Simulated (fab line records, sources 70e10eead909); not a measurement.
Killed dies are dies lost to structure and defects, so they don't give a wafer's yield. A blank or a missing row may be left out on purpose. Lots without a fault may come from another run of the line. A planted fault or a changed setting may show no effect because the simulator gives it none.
Chamber matching | flow nand_harc | NHARC_P_M0_PRE_CLEAN_31 on pecvd-04: 3 sister chambers
The step time 12 s. 6 wafers are shown with their chamber, then 7 later ones without.

WAFERS WITH THEIR CHAMBER
wafer  | chamber | susceptor_temp_C (C) | heater_power_w (W)
L077.3 | 1       | 369.93               | 650
L077.6 | 1       | 369.99               | 664
L082.5 | 0       | 370.15               | 703
L082.6 | 2       | 369.96               | 695
L085.2 | 0       | 370.01               | 564
L085.3 | 2       | 369.45               | 628

WAFERS WITHOUT THEIR CHAMBER
wafer  | susceptor_temp_C (C) | heater_power_w (W)
L085.5 | 369.50               | 569
L093.1 | 370.02               | 660
L093.3 | 370.11               | 678
L093.4 | 370.20               | 609
L096.1 | 369.94               | 605
L096.4 | 370.07               | 590
L096.5 | 369.90               | 587

WHICH CHAMBER EACH WENT THROUGH
wafer  | from the rows above          | in truth
L085.5 | can't be placed: 2 or 1 or 0 | 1
L093.1 | can't be placed: 1 or 0 or 2 | 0
L093.3 | can't be placed: 0 or 1 or 2 | 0
L093.4 | can't be placed: 0 or 1 or 2 | 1
L096.1 | can't be placed: 0 or 1 or 2 | 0
L096.4 | can't be placed: 0 or 1 or 2 | 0
L096.5 | can't be placed: 0 or 1 or 2 | 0
Placed correctly: 0 of 7. Can't be placed from these rows: 7 (the true chamber is among the candidates in 7). Placed wrongly: 0.
How it was worked out, from the rows above alone: a wafer's distance from a chamber is the root of the sum, over the readings, of the square of ((its reading less the chamber's mean) divided by the reading's scatter). The wafer belongs to the nearest chamber; if the next one is less than 2 further off, it can't be placed. A chamber's mean is the mean of its shown wafers. The scatter: the root of (the sum of the squares of (reading less its chamber's mean) over the shown wafers, divided by (wafers less chambers)).
